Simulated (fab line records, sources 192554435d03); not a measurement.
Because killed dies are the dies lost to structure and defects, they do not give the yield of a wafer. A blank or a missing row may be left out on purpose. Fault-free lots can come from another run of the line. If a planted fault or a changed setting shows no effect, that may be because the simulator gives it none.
fab line records -- flow n5_finfet
record lots=4, wafers=12, last_day=16
route steps=1938 shown BEOL_M13@1687 BEOL_M14@1716 PASSIVATION@1936
lots untouched by any fault: they come from a run of this same line in which no faults occurred
start_h: start of the lot's first displayed wafer, in hours after the record's first day -- wait_h: time in hours since the lot's previous step -- " identical to the entry in the row above -- L1.1+2: a row that stands for several wafers -- - no value, or no start given -- * or withheld: withheld -- < > ~ a bound
route shown NAME@n: NAME is a module with steps in the file, n the number in the route of the first one -- usual: mean and standard deviation over wafers with no fault -- same: alike in all rows -- chamber/n: place in a boat -- sites: per-site readings -- _std_site: standard deviation of those values -- _edge_site: outer sites' mean less inner sites' -- radius_mm: for every site, how far away it sits from the centre of the wafer -- mask NAME#n: copy n -- behind: tool/chamber where the wafer was last shaped -- hold: cause of the lot's hold/its duration in hours/its outcome -- device: the n, p or np transistor that did not switch -- end of line: the same wafers' tests at the end of the route -- for a step that has no rows: nothing shown but its recipe -- killed: at the first sort, the dies lost to defects and structure; wafer yield is something else -- map: dies across one wafer; x = killed, . = not, _ = none there
set.NAME: the setting that was run; set.NAME@STEP: the one run at that earlier step -- model.NAME: the simulator's own value behind a step, which no gauge read
certain route steps with their lots: each step a table, each wafer a row
services: when a tool's chamber went out of use (start_h, in hours from the record's first day, below 0 if earlier), for how many hours, and the reason
## steps
# step N5_BEOL_M13_DEVELOP_27
# recipe develop_time_s=45, rinse_liquid=diw, dry=air_spin, dev_temp_c=21
# step N5_BEOL_M13_HARDBAKE_32
# recipe temp_c=130, time_s=120
# step N5_BEOL_M13_DESCUM_33
# recipe chemistry=O2, time_s=7.9, source_power_w=50, bias_power_w=20, pressure_mtorr=20, rf_frequency_hz=2.712e+07, temp_c=40, o2_flow_sccm=225
# step N5_BEOL_M13_ETCH_67
# recipe chemistry=CF4, target=SiARC, target_depth_a=1430, time_s=238.3, ion_energy_ev=80, pressure_mtorr=40, source_w=545, bias_w=36, Ar_flow_sccm=100, cf4_flow_sccm=100, ends=cleared
# step N5_BEOL_M13_ETCH_68
# recipe chemistry=N2/H2, target=SOC, mask_material=SiARC, source_w=3000, bias_w=350, temp_c=40, time_s=355, ion_energy_ev=200, pressure_mtorr=30, n2_flow_sccm=200, h2_flow_sccm=200
# step N5_BEOL_M13_STRIP_69
# recipe chemistry=N2/H2, temp_c=40, n2_flow_sccm=200, h2_flow_sccm=200, rf_frequency_hz=6e+07
# step N5_BEOL_M13_TRENCH_ETCH_34
# recipe chemistry=C4F8/O2/Ar, target=SiOC, target_depth_a=4134.7, mask_material=SOC, pressure_mtorr=30, source_w=3000, bias_w=700, Ar_flow_sccm=400, C4F8_flow_sccm=15, O2_flow_sccm=8, he_inner_torr=15, he_outer_torr=30, time_s=162.6, ion_energy_ev=250
# step N5_BEOL_M13_STRIP_70
# recipe chemistry=C4F8/O2/Ar, resist=SiARC, rf_frequency_hz=6e+07
# step N5_BEOL_M13_STRIP_37
# recipe chemistry=N2/H2, power_w=1000, temp_c=250, h2_frac=0.65, overash_fraction=0.3, pressure_mtorr=withheld, n2_flow_sccm=1750, h2_flow_sccm=3250
# usual drypump_motor_current_A=5.6/0.6, h2_flow_sccm=3251/10, heater_power_w=324/20, oes_product_au=0.784/0.01
lot.wafer,tool,chamber,start_h,wait_h,drypump_motor_current_A,h2_flow_sccm,heater_power_w,oes_product_au,rf_hours_counter_h
L510.3,plasma_asher-02,0,249.00,0.1,6.3,3276,304,0.798,-
L510.5,plasma_asher-02,0,249.00,0.1,6.4,3272,291,0.798,-
L510.6,plasma_asher-02,1,249.00,0.1,5.5,3256,351,0.784,-
L523.2,plasma_asher-02,1,324.41,0.0,5.5,3238,349,0.774,85
L523.4,plasma_asher-02,1,324.41,0.0,5.6,3260,354,0.784,-
L523.5,plasma_asher-02,1,324.41,0.0,5.5,3231,346,0.793,-
L525.2,plasma_asher-02,1,345.95,0.0,5.5,3253,352,0.785,89
L525.3,plasma_asher-02,1,345.95,0.0,5.6,3235,351,0.797,-
L525.4,plasma_asher-02,0,345.95,0.0,6.4,3235,298,0.784,-
L527.3,plasma_asher-01,0,356.50,0.1,5.7,3232,329,0.776,-
L527.5,plasma_asher-01,1,356.50,0.1,4.7,3256,317,0.785,-
L527.6,plasma_asher-01,0,356.50,0.1,5.8,3237,327,0.780,-
# step N5_BEOL_M13_ETCH_38
# recipe chemistry=CF4/N2, target=SiCN, target_depth_a=675, taper_deg=2, time_s=71.9, ion_energy_ev=150, mask_material=SiO2, pressure_mtorr=40, source_w=430, bias_w=70, Ar_flow_sccm=100, cf4_flow_sccm=60, n2_flow_sccm=60
# step N5_BEOL_M13_PRECLEAN_39
# recipe chemistry=residue_remover, time_s=60, temp_c=40
# step N5_BEOL_M13_SRD_40
# recipe time_s=30, temp_c=23, rinse_liquid=diw, dry=n2_spin, spin_rpm=1500, dry_time_s=30
# step N5_BEOL_M13_DEGAS_41
# recipe ambient=vacuum, temp_c=250, time_s=60
# step N5_BEOL_M13_PRE_CLEAN_42
# recipe gas=H2/He, time_s=30, temp_c=250
# step N5_BEOL_M13_SPUTTER_43
# recipe material=TaN, target_thk_a=150, temp_c=50, bias_v=168.6, power_w=15000, chamber_pressure_pa=0.12, time_s=24.19
# step N5_BEOL_M13_SPUTTER_44
# recipe material=Ta, target_thk_a=100, temp_c=50, bias_v=80, power_w=15000, chamber_pressure_pa=0.07, time_s=16.13
# step N5_BEOL_M13_SPUTTER_45
# recipe material=Cu, target_thk_a=800, temp_c=-20, bias_v=60, power_w=26000, chamber_pressure_pa=0.13, time_s=13.33
# step N5_BEOL_M13_ECD_47
# recipe material=Cu, target_thk_a=9360
# step N5_BEOL_M13_ANNEAL_48
# recipe temp_c=225, time_s=90, ambient=N2
# step N5_BEOL_M13_CMP_49
# recipe stop_on=SiOC, t_overpolish_s=17.1, down_force_psi=1, platen_rpm=50, clearing_platen_down_force_psi=1.5, clearing_platen_rpm=50, post_cmp_clean=cu_alkaline, target_thk_nm=420, clearing_platen_pad_velocity_m_s=0.99484, pad_velocity_m_s=0.99484
# step N5_BEOL_M13_PRE_CLEAN_52
# recipe gas=NH3, time_s=15, temp_c=withheld, rf_power_w=300
# step N5_BEOL_M13_DEP_53
# recipe material=SiCN, target_thk_a=500, temp_c=withheld, precursor=3MS/NH3, pressure_torr=3, rf_w=675, time_s=17.8
# step N5_BEOL_M14_ILD_DEP_00
# recipe material=SiO2, target_thk_a=11193, temp_c=400, precursor=TEOS/O2, pressure_torr=6.5, rf_w=900, teos_flow_sccm=161.4, gas=O2, flow_sccm=2650, time_s=237.4
# step N5_BEOL_M14_COAT_58
# recipe resist=BARC, temp_c=205, time_s=60, spin_rpm=1500, resist_thk_nm=89
# step N5_BEOL_M14_COAT_04
# recipe spin_rpm=1704, resist_thk_nm=800
# step N5_BEOL_M14_EBR_06
# recipe solvent=PGMEA, ebr_width_mm=1.5
# step N5_BEOL_M14_SOFTBAKE_05
# recipe temp_c=130, time_s=60
# step N5_BEOL_M14_EXPOSE_07
# recipe mask_id=V13, na=0.8, source_shape=annular, sigma_inner=0.5, sigma_outer=0.8, polarization=unpolarized, attpsm_phase_deg=180, dose_mj=57
# step N5_BEOL_M14_PEB_08
# recipe peb_temp_c=130, peb_time_s=90
# step N5_BEOL_M14_DEVELOP_09
# recipe develop_time_s=45, rinse_liquid=diw, dry=air_spin, dev_temp_c=21
# step N5_BEOL_M14_HARDBAKE_14
# recipe temp_c=130, time_s=120
# step N5_PASSIVATION_PROBE_49
# usual defect_limited_yield=91.5/1.4, killed_at_M0_to_M3=33/10, killed_at_M4_up=13/5, killed_at_contacts=13/5.6, killed_at_front_end=38/12, killed_at_other=3.9/2.7, killed_dies=100/16, killed_open=66/13, killed_short=32/7.2, sort_bin_5_function=5.0/0.97, sort_bin_6_memory=3.2/0.61, sort_n_pass=1080/16, sort_yield_pct=91.5/1.4
# same gross_dies=1180, killed_at_back_side=0, sort_bin_4_leakage[%]=0, sort_bin_8_speed[%]=0
lot.wafer,tool,chamber,start_h,wait_h,defect_limited_yield[%],killed_at_M0_to_M3,killed_at_M4_up,killed_at_contacts,killed_at_front_end,killed_at_other,killed_dies,killed_open,killed_short,sort_bin_5_function[%],sort_bin_6_memory[%],sort_n_pass,sort_yield_pct[%]
L523.2,prober-02,-,356.80,0.1,78.6,30,166,7,48,2,253,63,35,12.3,4.8,927,78.6
L523.4,prober-02,-,356.90,0.2,81.5,41,149,7,17,4,218,54,21,10.8,3.1,962,81.5
L523.5,prober-02,-,356.95,0.2,80.7,26,157,9,31,5,228,60,18,10.2,5.0,952,80.7
L525.2,prober-01,-,379.35,0.1,80.4,34,157,10,16,14,231,54,28,12.2,4.1,949,80.4
L525.3,prober-01,-,379.40,0.1,79.2,35,164,12,28,6,245,67,24,13.6,3.8,935,79.2
L525.4,prober-01,-,379.45,0.2,82.1,41,134,12,13,11,211,59,29,9.8,3.6,969,82.1
# killed by level:class
L523.2 BEOL_M13:unspecified=150 FIN_SAQP:geometric_particle:short=17 FIN_SAQP:geometric_particle:open=9 MOL_CONTACT_COAG:geometric_particle:open=7 BEOL_M3:geometric_particle:open=7 BEOL_M1:geometric_particle:open=6 BEOL_M4:geometric_particle:open=6 GATE_CUT:geometric_particle:short=5
L523.4 BEOL_M13:unspecified=140 BEOL_M3:geometric_particle:open=15 BEOL_M1:geometric_particle:open=9 MOL_CONTACT_COAG:geometric_particle:open=6 BEOL_M2:geometric_particle:open=5 BEOL_M4:geometric_particle:open=5 STARTING-WAFER:geometric_particle:short=3 GATE_CUT:geometric_particle:short=3
L523.5 BEOL_M13:unspecified=150 BEOL_M2:geometric_particle:open=12 MOL_CONTACT_COAG:geometric_particle:open=9 STI_FIN_REVEAL:geometric_particle:open=5 FIN_SAQP:geometric_particle:short=4 BEOL_M0:geometric_particle:open=4 FIN_SAQP:geometric_particle:open=3 ILD0:geometric_particle:open=3
L525.2 BEOL_M13:unspecified=148 BEOL_M1:geometric_particle:open=10 FIN_SAQP:geometric_particle:open=7 MOL_CONTACT_COAG:geometric_particle:open=7 BEOL_M0_SAQP:geometric_particle:open=7 MIM_TOP_ETCH:geometric_particle:short=5 MIM_TOP_ETCH:geometric_particle:open=5 BEOL_M0:geometric_particle:open=4
L525.3 BEOL_M13:unspecified=148 BEOL_M1:geometric_particle:open=13 MOL_CONTACT_COAG:geometric_particle:open=10 FIN_SAQP:geometric_particle:open=6 BEOL_M0_SAQP:geometric_particle:open=6 BEOL_M0_SAQP:geometric_particle:short=5 STARTING-WAFER:geometric_particle:open=4 DUMMY_GATE:geometric_particle:open=4
L525.4 BEOL_M13:unspecified=120 MOL_CONTACT_COAG:geometric_particle:open=11 BEOL_M0_SAQP:geometric_particle:short=11 BEOL_M1:geometric_particle:open=9 BEOL_M3:geometric_particle:open=7 BEOL_M0_SAQP:geometric_particle:open=6 BEOL_M4:geometric_particle:open=4 MIM_TOP_ETCH:geometric_particle:open=4
# map L523.2 (x killed, . not)
_________________............________________
______________.........x...x...._____________
___________x.......................__________
__________..x............xx........._________
________...x.x.............x.......x.._______
_______x.x...x.......x...x.x.......x...______
______......x..............x....x.....x._____
_____...........x................x.......____
____........x.............................___
___.....x..........x.x.......x........x....__
___.....................x...x..............__
__..x..x.....x.xx.xx..x................x...._
__......xx..x..xxxxxxxxx.x....x.....x......._
_........x..xxxxxxxxxxx.x.x.x.....x..........
_x......x.xxxxxxxxxxxxxx......xx....x........
_x....x....xxxxxxxxxxxxxx..x................x
_.........xxxxxxxxxxxxxx.....................
_..x.x...xxxxxxxxxxxxxxx..x...x.......x.....x
_........xxxxxxxxxxxxxxx.x.......x...........
_.......x.xxxxxxxxxxxxx.xx.x.x.....xx...x....
_..........xxxxxxxxxxxx...................x..
__........xx.xxxxxxxxxx..x.x................_
__........x.xxxxxxxxxx......................_
___.........x...xxx..x.............x.x.....__
___x..............x....x..........x........__
____.x............xx......................___
_____.x....x........x............x.......____
______.........x.x......................_____
_______..x...............x......x......______
________..............x..x..........x._______
__________...................x......_________
___________...x.......x............__________
______________.x............x..._____________
_________________xxx.........________________
# map L525.3 (x killed, . not)
_________________...........x________________
______________.................x_____________
___________....x......xx.......x...__________
__________....x....................._________
________...x.........x...x............_______
_______.....x...x......................______
______........x................x........_____
_____..x.......x.....x....x..x.....x.....____
____.........x.......x........x.....x.....___
___....x...x.....x....x.......x......x.....__
___.........xx..xx.xx............x..x.x....__
__..............xxx........................._
__...........x.x.xxxxx....x....x..x........._
_...........xxxxxxxxxxx.x...............xx...
_....x....xxxxxxxxxxxxx...x......x...........
_xx...x.x.xxxxxxxxxxxxxxx...............x....
_..x....xxxxxxxxxxxxxxxx.x..x..............x.
_.....xxxxxxxxxxxxxxxxxxx....................
_.....x.x..xxxxxxxxxxxxxx....................
_.....x...xxxxxxxxxxxxx............x.........
_x........x.xxxxxxxxxxx.....x................
__x........xxxxxxxxxx.xx....x..........xx..._
__..........xx.xxxxxx..x...............x..x._
___.........x....xx.x................x.....__
___.....x........x......x..x...............__
____........................x.............___
_____................................x...____
______.....x......x.........xx.........x_____
_______........x..x.........x..........______
________....x..x..x..x................_______
__________.....................x.x.._________
___________..x........x.x....x....x__________
______________............x...x._____________
_________________............________________
## services
tool,chamber,start_h,hours,kind
plasma_asher-01,-,262.37,1.1,repair
plasma_asher-02,-,285.13,15.6,pm
plasma_asher-01,-,343.83,0.6,repair
## key
first_sign step=N5_PASSIVATION_PROBE_49, reading=killed_at_M4_up, direction=up, sigmas=28, usual=13, struck=154
effect step=N5_PASSIVATION_PROBE_49, reading=defect_limited_yield, direction=down, sigmas=8, usual=91.5, struck=80.4
more_kills_born_at N5_BEOL_M13_STRIP_37@plasma_asher-02=856
met_at N5_BEOL_M13_STRIP_37
struck_wafers L523.2,L523.4,L523.5,L525.2,L525.3,L525.4
onset_between 249.00 324.41
fault kind=chamber_particle_source, tool=plasma_asher-02, chamber=-, onset_h=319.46, steps=N5_BEOL_M13_STRIP_37, rate_per_visit_cm2=1.7823, end_h=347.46
